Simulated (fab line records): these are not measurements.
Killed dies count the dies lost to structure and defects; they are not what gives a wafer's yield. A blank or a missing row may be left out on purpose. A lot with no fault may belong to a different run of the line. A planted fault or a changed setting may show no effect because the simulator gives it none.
fab line records ; flow n5-finfet ; part 1 of 2: steps 1 to 4 of 6
record: lots: 24; wafers: 72; last-day: 18
route steps=1938 shown MOL_CONTACT_COAG@603 BEOL_M0_SAQP@638
lots untouched by any fault: they come from a run of this same line in which no faults occurred
start-h: start of the lot's first displayed wafer, in hours after the record's first day ; wait-h: hours elapsed since this lot's preceding step ; " repeats the value in the row above ; L1.1+2: a single row standing in for several wafers ; - no value, or no start given ; * or withheld: withheld ; < > ~ a bound
route shown NAME@n: a module of which the file shows steps, and the number in the route of the first ; usual: the fault-free wafers' mean and standard deviation ; same: alike in all rows ; chamber/n: place in a boat ; sites: the reading at each site ; _std_site: how widely they spread, as a standard deviation ; _edge_site: inner sites' mean taken away from outer sites' mean ; radius-mm: for every site, how far away it sits from the centre of the wafer ; mask NAME#n: copy n ; behind: tool/chamber where the wafer was last shaped ; hold: cause of the lot's hold/its duration in hours/its outcome ; device: names the non-switching transistor (n, p or np) ; end of line: the same wafers' tests at the end of the route ; a step with no rows: only its recipe ; killed: at the first sort, the dies lost to defects and structure; wafer yield is something else ; map: the dies of a wafer, with x for killed, . for not killed, _ for no die there
set.NAME: the setting that was run; set.NAME@STEP: the one run at that earlier step ; model.NAME: the simulator's own value behind a step, which no gauge read
route steps across a sampled set of lots; one table per step, one row per wafer
services: the hour from which a tool's chamber was out of use, counted from the record's first day as start-h (under 0 if before that day), plus the number of hours and why
== steps ==
step: N5_MOL_CONTACT_COAG_OVL_MEAS_41
recipe: points-per-wafer: 522
usual: VD_OVL: 0.0/0.66
lot.wafer;tool;chamber;start-h;wait-h;VD_OVL[nm]
L074.1;overlay-02;0;100.47;0.0;-0.1
L074.2;overlay-02;0;100.47;0.0;-0.6
L074.5;overlay-02;0;100.47;0.0;-0.2
L075.3;overlay-01;0;105.69;0.0;-0.4
L075.4;overlay-01;0;105.69;0.0;0.3
L075.5;overlay-01;0;105.69;0.0;0.9
L076.1;overlay-02;0;109.31;0.0;-0.7
L076.2;overlay-02;0;109.31;0.0;1.1
L076.3;overlay-02;0;109.31;0.0;-0.3
L077.3;overlay-02;0;114.51;0.0;0.6
L077.4;overlay-02;0;114.51;0.0;1.3
L077.5;overlay-02;0;114.51;0.0;0.9
L078.1;overlay-02;0;126.95;0.0;-0.4
L078.3;overlay-02;0;126.95;0.0;-0.7
L078.4;overlay-02;0;126.95;0.0;-1.1
L079.2;overlay-01;0;130.94;0.0;0.3
L079.3;overlay-01;0;130.94;0.0;0.9
L079.4;overlay-01;0;130.94;0.0;0.5
L080.2;overlay-02;0;131.54;0.0;-1.0
L080.3;overlay-02;0;131.54;0.0;-1.3
L080.4;overlay-02;0;131.54;0.0;-1.6
L081.1;overlay-02;0;142.15;0.0;0.2
L081.3;overlay-02;0;142.15;0.0;0.2
L081.6;overlay-02;0;142.15;0.0;0.6
L082.1;overlay-01;0;149.77;0.0;0.8
L082.3;overlay-01;0;149.77;0.0;0.9
L082.4;overlay-01;0;149.77;0.0;0.2
L083.2;overlay-02;0;156.25;0.0;-0.7
L083.3;overlay-02;0;156.25;0.0;-0.6
L083.6;overlay-02;0;156.25;0.0;-0.3
L084.3;overlay-01;0;159.76;0.0;0.6
L084.5;overlay-01;0;159.76;0.0;0.8
L084.6;overlay-01;0;159.76;0.0;0.6
L085.1;overlay-01;0;166.07;0.0;-0.5
L085.2;overlay-01;0;166.07;0.0;-0.5
L085.6;overlay-01;0;166.07;0.0;-0.6
L086.3;overlay-01;0;177.01;0.0;0.1
L086.4;overlay-01;0;177.01;0.0;-0.2
L086.5;overlay-01;0;177.01;0.0;0.1
L087.3;overlay-01;0;180.14;0.0;-0.4
L087.4;overlay-01;0;180.14;0.0;-0.7
L087.5;overlay-01;0;180.14;0.0;-0.2
L088.1;overlay-01;0;188.32;0.0;-0.3
L088.2;overlay-01;0;188.32;0.0;-0.2
L088.5;overlay-01;0;188.32;0.0;0.0
L089.2;overlay-02;0;190.16;0.0;0.6
L089.5;overlay-02;0;190.16;0.0;0.7
L089.6;overlay-02;0;190.16;0.0;0.1
L090.4;overlay-01;0;199.34;0.0;1.5
L090.5;overlay-01;0;199.34;0.0;0.1
L090.6;overlay-01;0;199.34;0.0;1.3
L091.1;overlay-01;0;201.83;0.0;0.0
L091.3;overlay-01;0;201.83;0.0;-0.7
L091.6;overlay-01;0;201.83;0.0;0.0
L092.1;overlay-02;0;207.93;0.0;0.3
L092.2;overlay-02;0;207.93;0.0;0.3
L092.5;overlay-02;0;207.93;0.0;1.1
L093.1;overlay-02;0;217.03;0.0;-0.2
L093.4;overlay-02;0;217.03;0.0;-0.2
L093.5;overlay-02;0;217.03;0.0;0.4
L094.2;overlay-02;0;220.24;0.0;-0.8
L094.3;overlay-02;0;220.24;0.0;-0.4
L094.4;overlay-02;0;220.24;0.0;-0.5
L095.4;overlay-02;0;227.32;0.0;0.5
L095.5;overlay-02;0;227.32;0.0;0.0
L095.6;overlay-02;0;227.32;0.0;0.2
L096.1;overlay-01;0;235.53;0.0;1.0
L096.3;overlay-01;0;235.53;0.0;0.6
L096.5;overlay-01;0;235.53;0.0;0.0
L097.2;overlay-02;0;242.13;0.0;-0.8
L097.4;overlay-02;0;242.13;0.0;0.5
L097.5;overlay-02;0;242.13;0.0;-0.5
step: N5_BEOL_M0_SAQP_PECVD_04
recipe: material: a-Si; target-thk-a: 600; temp-c: 350; precursor: SiH4/He; pressure-torr: 3; rf-w: 100; time-s: 60.2
usual: heater-power-w: 611/48; showerhead-plenum-p-Torr: 5.66/0.037; throttle-valve-pct: 17.8/0.74
lot.wafer;tool;chamber;start-h;wait-h;heater-power-w;showerhead-plenum-p-Torr;throttle-valve-pct
L074.1;pecvd-01;0;105.95;0.0;563;5.68;18.2
L074.2;pecvd-01;2;105.95;0.0;593;5.67;17.7
L074.5;pecvd-01;0;105.95;0.0;562;5.68;18.0
L075.3;pecvd-02;2;112.79;0.0;614;5.61;18.2
L075.4;pecvd-02;2;112.79;0.0;599;5.63;18.1
L075.5;pecvd-02;1;112.79;0.0;605;5.70;19.1
L076.1;pecvd-04;0;115.58;0.0;570;5.63;17.2
L076.2;pecvd-04;2;115.58;0.0;730;5.65;16.3
L076.3;pecvd-04;1;115.58;0.0;671;5.58;17.5
L077.3;pecvd-02;2;122.45;0.0;619;5.63;18.2
L077.4;pecvd-02;1;122.45;0.0;652;5.70;19.3
L077.5;pecvd-02;0;122.45;0.0;616;5.63;18.5
L078.1;pecvd-01;1;133.49;0.0;652;5.71;17.7
L078.3;pecvd-01;0;133.49;0.0;595;5.68;17.8
L078.4;pecvd-01;2;133.49;0.0;564;5.65;17.6
L079.2;pecvd-01;2;137.31;0.0;549;5.67;17.4
L079.3;pecvd-01;1;137.31;0.0;573;5.72;17.6
L079.4;pecvd-01;2;137.31;0.0;536;5.66;18.0
L080.2;pecvd-02;0;141.01;0.0;587;5.65;18.2
L080.3;pecvd-02;2;141.01;0.0;659;5.62;18.0
L080.4;pecvd-02;0;141.01;0.0;589;5.64;18.8
L081.1;pecvd-04;0;149.00;0.0;590;5.64;17.5
L081.3;pecvd-04;2;149.00;0.0;647;5.67;16.2
L081.6;pecvd-04;2;149.00;0.0;635;5.66;16.0
L082.1;pecvd-01;2;157.30;0.0;566;5.68;17.7
L082.3;pecvd-01;0;157.30;0.0;626;5.69;17.5
L082.4;pecvd-01;1;157.30;0.0;600;5.73;17.8
L083.2;pecvd-01;2;161.68;0.0;581;5.68;17.7
L083.3;pecvd-01;0;161.68;0.0;601;5.68;17.7
L083.6;pecvd-01;1;161.68;0.0;562;5.73;17.6
L084.3;pecvd-01;1;168.72;0.0;644;5.70;17.5
L084.5;pecvd-01;0;168.72;0.0;630;5.68;17.9
L084.6;pecvd-01;1;168.72;0.0;568;5.73;17.6
L085.1;pecvd-04;2;172.38;0.0;722;5.66;15.9
L085.2;pecvd-04;0;172.38;0.0;603;5.62;17.1
L085.6;pecvd-04;2;172.38;0.0;713;5.67;16.2
L086.3;pecvd-01;2;182.66;0.0;509;5.67;17.8
L086.4;pecvd-01;0;182.66;0.0;546;5.68;18.0
L086.5;pecvd-01;1;182.66;0.0;585;5.72;17.4
L087.3;pecvd-01;0;186.02;0.0;630;5.69;17.8
L087.4;pecvd-01;2;186.02;0.0;572;5.66;17.8
L087.5;pecvd-01;0;186.02;0.0;648;5.68;17.7
L088.1;pecvd-02;0;196.17;0.0;606;5.64;18.4
L088.2;pecvd-02;2;196.17;0.0;574;5.64;18.1
L088.5;pecvd-02;1;196.17;0.0;669;5.68;19.1
L089.2;pecvd-02;2;198.36;0.0;624;5.63;18.2
L089.5;pecvd-02;2;198.36;0.0;633;5.63;18.4
L089.6;pecvd-02;0;198.36;0.0;575;5.63;18.4
L090.4;pecvd-01;2;206.17;0.0;522;5.67;17.7
L090.5;pecvd-01;1;206.17;0.0;646;5.71;17.8
L090.6;pecvd-01;0;206.17;0.0;608;5.69;18.1
L091.1;pecvd-02;1;208.72;0.0;663;5.69;19.3
L091.3;pecvd-02;0;208.72;0.0;575;5.64;18.6
L091.6;pecvd-02;0;208.72;0.0;584;5.64;18.5
L092.1;pecvd-02;0;214.29;0.0;619;5.66;18.4
L092.2;pecvd-02;1;214.29;0.0;715;5.69;19.3
L092.5;pecvd-02;1;214.29;0.0;596;5.68;18.9
L093.1;pecvd-04;0;226.17;0.0;539;5.63;17.6
L093.4;pecvd-04;2;226.17;0.0;717;5.66;16.0
L093.5;pecvd-04;0;226.17;0.0;547;5.62;17.2
L094.2;pecvd-01;2;226.50;0.0;518;5.67;18.0
L094.3;pecvd-01;0;226.50;0.0;635;5.68;17.8
L094.4;pecvd-01;0;226.50;0.0;609;5.68;17.8
L095.4;pecvd-04;2;236.31;0.0;631;5.65;16.3
L095.5;pecvd-04;1;236.31;0.0;583;5.59;17.5
L095.6;pecvd-04;0;236.31;0.0;599;5.63;17.4
L096.1;pecvd-04;1;263.16;0.0;594;5.59;17.5
L096.3;pecvd-04;2;263.16;0.0;696;5.68;16.3
L096.5;pecvd-04;1;263.16;0.0;593;5.60;17.6
L097.2;pecvd-02;2;263.70;0.0;655;5.63;18.2
L097.4;pecvd-02;1;263.70;0.0;688;5.70;19.3
L097.5;pecvd-02;0;263.70;0.0;567;5.63;18.6
step: N5_BEOL_M0_SAQP_ETCH_84
recipe: chemistry: N2/H2; target: SOC; target-depth-a: 1000; overetch-a: 200; mask-material: SiARC; temp-c: 40; time-s: 150; ion-energy-ev: 200; pressure-mtorr: 30; source-w: 840; bias-w: 150; n2-flow-sccm: 200; h2-flow-sccm: 200
usual: drypump-motor-current-A: 5.9/0.44; n2-flow-sccm: 199.9/0.62; oes-product-au: 0.65/0.035; rf-vpp-V: 524.9/2.2; showerhead-plenum-p-Torr: 2.59/0.084; throttle-valve-pct: 18.03/0.27
lot.wafer;tool;chamber;start-h;wait-h;drypump-motor-current-A;n2-flow-sccm;oes-product-au;rf-hours-counter-h;rf-vpp-V;showerhead-plenum-p-Torr;throttle-valve-pct
L074.1;rie-diel-05;0;106.73;0.0;5.3;199.0;0.68;136;528.0;2.64;17.52
L074.2;rie-diel-05;1;106.73;0.0;5.1;200.2;0.65;166;526.1;2.67;18.14
L074.5;rie-diel-05;3;106.73;0.0;6.0;200.2;0.63;-;523.1;2.53;18.02
L075.3;rie-diel-03;1;113.72;0.0;6.4;199.8;0.62;225;525.7;2.64;18.18
L075.4;rie-diel-03;0;113.72;0.0;5.9;200.1;0.67;164;528.0;2.66;18.00
L075.5;rie-diel-03;1;113.72;0.0;6.4;199.3;0.61;-;527.4;2.65;18.17
L076.1;rie-diel-03;0;116.21;0.0;5.9;200.4;0.66;164;524.5;2.66;18.01
L076.2;rie-diel-03;2;116.21;0.0;5.7;199.4;0.72;83;524.7;2.59;18.09
L076.3;rie-diel-03;1;116.21;0.0;6.4;200.4;0.61;226;525.5;2.64;18.20
L077.3;rie-diel-06;1;123.46;0.0;5.7;199.2;0.64;186;526.9;2.62;17.59
L077.4;rie-diel-06;3;123.46;0.0;5.2;199.7;0.67;-;520.6;2.41;17.72
L077.5;rie-diel-06;1;123.46;0.0;5.7;199.2;0.64;-;526.6;2.62;17.61
L078.1;rie-diel-03;0;134.24;0.0;5.9;198.7;0.65;171;526.6;2.66;18.02
L078.3;rie-diel-03;2;134.24;0.0;5.6;199.3;0.72;89;525.0;2.58;18.10
L078.4;rie-diel-03;0;134.24;0.0;5.9;199.0;0.65;-;526.0;2.66;18.02
L079.2;rie-diel-03;0;138.06;0.0;5.9;199.5;0.65;172;526.3;2.66;17.99
L079.3;rie-diel-03;2;138.06;0.0;5.6;199.3;0.71;90;523.6;2.58;18.12
L079.4;rie-diel-03;3;138.06;0.0;5.9;199.0;0.62;-;527.4;2.65;18.49
L080.2;rie-diel-06;3;141.95;0.0;5.2;199.3;0.67;192;520.3;2.41;17.73
L080.3;rie-diel-06;2;141.95;0.0;6.7;200.1;0.71;123;521.2;2.45;17.89
L080.4;rie-diel-06;0;141.95;0.0;5.7;200.8;0.64;185;526.6;2.63;17.74
L081.1;rie-diel-06;2;149.65;0.0;6.8;199.8;0.70;125;521.0;2.45;17.88
L081.3;rie-diel-06;1;149.65;0.0;5.7;200.7;0.63;194;525.9;2.62;17.60
L081.6;rie-diel-06;0;149.65;0.0;5.7;199.9;0.65;-;525.9;2.63;17.75
L082.1;rie-diel-06;2;158.05;0.0;6.7;201.0;0.70;127;522.0;2.45;17.92
L082.3;rie-diel-06;0;158.05;0.0;5.7;200.6;0.64;189;526.0;2.63;17.76
L082.4;rie-diel-06;1;158.05;0.0;5.7;200.5;0.63;197;527.5;2.62;17.59
L083.2;rie-diel-03;0;162.43;0.0;5.9;200.4;0.65;182;527.9;2.65;18.03
L083.3;rie-diel-03;2;162.43;0.0;5.6;199.9;0.71;100;524.2;2.58;18.13
L083.6;rie-diel-03;0;162.43;0.0;5.9;200.2;0.64;-;526.3;2.65;18.04
L084.3;rie-diel-06;2;169.51;0.0;6.7;201.2;0.70;131;521.8;2.45;17.91
L084.5;rie-diel-06;3;169.51;0.0;5.2;199.8;0.66;-;519.1;2.41;17.74
L084.6;rie-diel-06;0;169.51;0.0;5.7;200.3;0.63;-;525.8;2.63;17.75
L085.1;rie-diel-06;0;173.17;0.0;5.7;199.7;0.63;195;527.1;2.63;17.77
L085.2;rie-diel-06;1;173.17;0.0;5.7;200.8;0.63;202;524.4;2.62;17.62
L085.6;rie-diel-06;2;173.17;0.0;6.7;200.6;0.69;-;522.0;2.45;17.92
L086.3;rie-diel-03;1;183.29;0.0;6.5;199.4;0.61;232;526.5;2.64;18.19
L086.4;rie-diel-03;3;183.29;0.0;5.9;199.5;0.61;224;525.2;2.64;18.52
L086.5;rie-diel-03;1;183.29;0.0;6.4;199.6;0.61;-;526.2;2.64;18.20
L087.3;rie-diel-03;3;186.77;0.0;5.9;199.7;0.61;225;525.6;2.64;18.54
L087.4;rie-diel-03;1;186.77;0.0;6.5;200.0;0.61;233;525.3;2.64;18.19
L087.5;rie-diel-03;1;186.77;0.0;6.4;202.0;0.60;-;526.1;2.64;18.19
L088.1;rie-diel-06;2;196.80;0.0;6.7;200.1;0.69;138;522.3;2.45;17.93
L088.2;rie-diel-06;0;196.80;0.0;5.7;198.9;0.63;201;526.0;2.63;17.80
L088.5;rie-diel-06;3;196.80;0.0;5.2;200.2;0.65;-;520.5;2.40;17.78
L089.2;rie-diel-03;0;199.11;0.0;5.9;199.8;0.63;194;527.3;2.65;18.07
L089.5;rie-diel-03;0;199.11;0.0;5.9;199.8;0.63;-;526.4;2.65;18.05
L089.6;rie-diel-03;1;199.11;0.0;6.5;199.4;0.61;-;526.3;2.64;18.19
L090.4;rie-diel-03;2;206.89;0.0;5.6;200.3;0.69;116;523.7;2.57;18.15
L090.5;rie-diel-03;2;206.89;0.0;5.7;200.3;0.70;-;524.9;2.57;18.14
L090.6;rie-diel-03;1;206.89;0.0;6.4;200.7;0.60;-;525.2;2.64;18.18
L091.1;rie-diel-06;1;209.37;0.0;5.7;200.4;0.63;211;524.9;2.61;17.62
L091.3;rie-diel-06;3;209.37;0.0;5.2;199.9;0.65;212;520.5;2.40;17.77
L091.6;rie-diel-06;3;209.37;0.0;5.2;200.0;0.65;-;521.2;2.40;17.78
L092.1;rie-diel-03;3;215.04;0.0;5.9;199.5;0.60;234;525.5;2.64;18.56
L092.2;rie-diel-03;2;215.04;0.0;5.6;199.7;0.69;119;526.1;2.57;18.15
L092.5;rie-diel-03;3;215.04;0.0;5.9;200.3;0.61;-;525.6;2.64;18.53
L093.1;rie-diel-06;3;227.05;0.0;5.2;199.4;0.64;218;520.1;2.40;17.78
L093.4;rie-diel-06;2;227.05;0.0;6.7;199.5;0.68;147;521.5;2.44;17.94
L093.5;rie-diel-06;0;227.05;0.0;5.7;200.2;0.63;-;527.4;2.62;17.79
L094.2;rie-diel-03;2;227.25;0.0;5.7;199.0;0.69;123;524.7;2.57;18.16
L094.3;rie-diel-03;1;227.25;0.0;6.4;200.2;0.61;246;525.7;2.64;18.21
L094.4;rie-diel-03;3;227.25;0.0;5.9;200.3;0.60;237;525.9;2.64;18.56
L095.4;rie-diel-03;3;236.91;0.0;5.9;200.1;0.60;240;527.9;2.64;18.56
L095.5;rie-diel-03;0;236.91;0.0;5.9;200.0;0.63;-;528.1;2.64;18.06
L095.6;rie-diel-03;3;236.91;0.0;5.9;200.8;0.61;-;526.2;2.64;18.55
L096.1;rie-diel-03;0;263.95;0.0;5.9;200.8;0.63;209;527.7;2.64;18.07
L096.3;rie-diel-03;1;263.95;0.0;6.4;200.2;0.60;252;525.4;2.63;18.22
L096.5;rie-diel-03;0;263.95;0.0;5.9;199.9;0.62;-;524.7;2.64;18.07
L097.2;rie-diel-05;0;264.47;0.0;5.3;199.2;0.65;179;527.1;2.63;17.57
L097.4;rie-diel-05;2;264.47;0.0;6.4;200.2;0.64;228;526.2;2.63;17.95
L097.5;rie-diel-05;1;264.47;0.0;5.1;200.2;0.62;-;525.4;2.65;18.22
step: N5_BEOL_M0_SAQP_SPACER1_ETCHBACK_99
recipe: chemistry: CHF3/O2; mode: anisotropic-etchback; target: SiO2; target-depth-a: 154; time-s: 7.7; pressure-mtorr: 30; source-w: 650; bias-w: 170; Ar_flow_sccm: 200; CHF3_flow_sccm: 50; O2_flow_sccm: 5; ion-energy-ev: 200
usual: drypump-motor-current-A: 5.9/0.42; oes-product-au: 0.71/0.036; rf-vpp-V: 527/18; showerhead-plenum-p-Torr: 2.46/0.062; throttle-valve-pct: 19.02/0.2
lot.wafer;tool;chamber;start-h;wait-h;drypump-motor-current-A;oes-product-au;rf-hours-counter-h;rf-vpp-V;showerhead-plenum-p-Torr;throttle-valve-pct
L074.1;rie-diel-05;0;108.11;0.3;5.3;0.78;137;527;2.51;18.65
L074.2;rie-diel-05;2;108.11;0.3;6.4;0.74;178;525;2.51;18.78
L074.5;rie-diel-05;2;108.11;0.3;6.4;0.75;-;523;2.51;18.77
L075.3;rie-diel-05;3;115.12;0.3;6.1;0.69;208;539;2.42;19.15
L075.4;rie-diel-05;1;115.12;0.3;5.1;0.72;170;532;2.51;19.09
L075.5;rie-diel-05;3;115.12;0.3;6.0;0.69;-;540;2.42;19.14
L076.1;rie-diel-03;3;117.57;0.3;5.9;0.69;199;509;2.49;19.29
L076.2;rie-diel-03;1;117.57;0.3;6.4;0.69;226;515;2.49;19.12
L076.3;rie-diel-03;2;117.57;0.3;5.6;0.80;84;505;2.44;19.12
L077.3;rie-diel-03;1;124.78;0.3;6.4;0.68;229;516;2.49;19.15
L077.4;rie-diel-03;3;124.78;0.3;5.9;0.70;202;508;2.49;19.27
L077.5;rie-diel-03;0;124.78;0.3;5.9;0.73;-;558;2.52;18.97
L078.1;rie-diel-03;3;135.56;0.3;5.9;0.68;205;510;2.49;19.29
L078.3;rie-diel-03;0;135.56;0.3;5.9;0.72;171;559;2.51;18.97
L078.4;rie-diel-03;2;135.56;0.3;5.6;0.79;-;507;2.44;19.14
L079.2;rie-diel-03;0;139.73;0.3;5.9;0.73;173;556;2.51;18.97
L079.3;rie-diel-03;3;139.73;0.3;5.9;0.70;207;509;2.49;19.29
L079.4;rie-diel-03;0;139.73;0.3;5.9;0.72;-;557;2.51;18.97
L080.2;rie-diel-06;2;143.23;0.3;6.7;0.78;123;542;2.34;18.96
L080.3;rie-diel-06;3;143.23;0.3;5.2;0.74;192;517;2.30;18.91
L080.4;rie-diel-06;1;143.23;0.3;5.7;0.70;193;518;2.52;18.86
L081.1;rie-diel-03;2;151.05;0.3;5.6;0.78;95;505;2.44;19.12
L081.3;rie-diel-03;0;151.05;0.3;5.9;0.72;177;559;2.51;18.98
L081.6;rie-diel-03;3;151.05;0.3;5.9;0.69;-;508;2.49;19.29
L082.1;rie-diel-05;1;159.51;0.3;5.1;0.70;184;533;2.51;19.13
L082.3;rie-diel-05;3;159.51;0.3;6.1;0.68;218;539;2.41;19.14
L082.4;rie-diel-05;2;159.51;0.3;6.4;0.74;196;524;2.50;18.81
L083.2;rie-diel-06;3;163.72;0.3;5.2;0.75;199;517;2.29;18.94
L083.3;rie-diel-06;2;163.72;0.3;6.7;0.78;129;542;2.34;18.98
L083.6;rie-diel-06;0;163.72;0.3;5.7;0.70;-;541;2.46;18.62
L084.3;rie-diel-06;2;170.79;0.3;6.7;0.78;131;544;2.34;18.98
L084.5;rie-diel-06;0;170.79;0.3;5.7;0.70;-;540;2.46;18.62
L084.6;rie-diel-06;1;170.79;0.3;5.7;0.70;-;519;2.52;18.86
L085.1;rie-diel-03;2;174.56;0.3;5.6;0.77;106;506;2.43;19.14
L085.2;rie-diel-03;3;174.56;0.3;5.9;0.68;222;509;2.49;19.31
L085.6;rie-diel-03;2;174.56;0.3;5.7;0.77;-;506;2.43;19.14
L086.3;rie-diel-06;3;185.33;0.3;5.1;0.74;205;519;2.29;18.94
L086.4;rie-diel-06;0;185.33;0.3;5.7;0.70;198;541;2.46;18.65
L086.5;rie-diel-06;3;185.33;0.3;5.2;0.74;-;519;2.29;18.93
L087.3;rie-diel-03;3;189.01;0.3;5.9;0.68;226;508;2.48;19.31
L087.4;rie-diel-03;2;189.01;0.3;5.7;0.77;110;505;2.43;19.15
L087.5;rie-diel-03;1;189.01;0.3;6.4;0.68;-;516;2.49;19.15
L088.1;rie-diel-03;2;198.47;0.3;5.6;0.76;113;506;2.43;19.15
L088.2;rie-diel-03;1;198.47;0.3;6.4;0.69;237;514;2.49;19.14
L088.5;rie-diel-03;0;198.47;0.3;5.9;0.70;-;557;2.50;19.00
L089.2;rie-diel-06;3;200.51;0.3;5.2;0.73;209;516;2.29;18.93
L089.5;rie-diel-06;1;200.51;0.3;5.7;0.69;-;519;2.51;18.90
L089.6;rie-diel-06;0;200.51;0.3;5.7;0.70;-;542;2.46;18.66
L090.4;rie-diel-03;3;208.17;0.3;5.9;0.66;232;510;2.48;19.34
L090.5;rie-diel-03;3;208.17;0.3;5.9;0.66;-;508;2.48;19.32
L090.6;rie-diel-03;2;208.17;0.3;5.6;0.75;-;506;2.43;19.15
L091.1;rie-diel-06;0;210.65;0.3;5.7;0.70;205;542;2.45;18.65
L091.3;rie-diel-06;3;210.65;0.3;5.2;0.73;212;519;2.29;18.93
L091.6;rie-diel-06;3;210.65;0.3;5.2;0.72;-;518;2.29;18.95
L092.1;rie-diel-06;3;216.32;0.3;5.2;0.73;214;518;2.29;18.95
L092.2;rie-diel-06;0;216.32;0.3;5.8;0.69;207;540;2.45;18.66
L092.5;rie-diel-06;1;216.32;0.3;5.7;0.69;-;519;2.51;18.91
L093.1;rie-diel-03;0;228.43;0.3;5.9;0.71;203;556;2.50;19.04
L093.4;rie-diel-03;2;228.43;0.3;5.6;0.76;123;505;2.43;19.17
L093.5;rie-diel-03;0;228.43;0.3;5.9;0.71;-;558;2.50;19.02
L094.2;rie-diel-03;3;228.75;0.3;5.9;0.66;238;508;2.48;19.33
L094.3;rie-diel-03;0;228.75;0.3;5.9;0.70;203;558;2.50;19.02
L094.4;rie-diel-03;1;228.75;0.3;6.4;0.67;246;515;2.48;19.18
L095.4;rie-diel-05;2;238.69;0.3;6.3;0.72;218;524;2.49;18.83
L095.5;rie-diel-05;3;238.69;0.3;6.0;0.66;-;539;2.40;19.20
L095.6;rie-diel-05;2;238.69;0.3;6.3;0.71;-;522;2.49;18.81
L096.1;rie-diel-05;0;265.24;0.3;5.3;0.75;179;524;2.50;18.73
L096.3;rie-diel-05;1;265.24;0.3;5.1;0.68;215;534;2.50;19.17
L096.5;rie-diel-05;1;265.24;0.3;5.1;0.68;-;531;2.50;19.17
L097.2;rie-diel-03;0;265.75;0.3;5.9;0.69;210;557;2.50;19.05
L097.4;rie-diel-03;1;265.75;0.3;6.4;0.67;-;516;2.48;19.19
L097.5;rie-diel-03;3;265.75;0.3;5.9;0.66;-;509;2.48;19.35
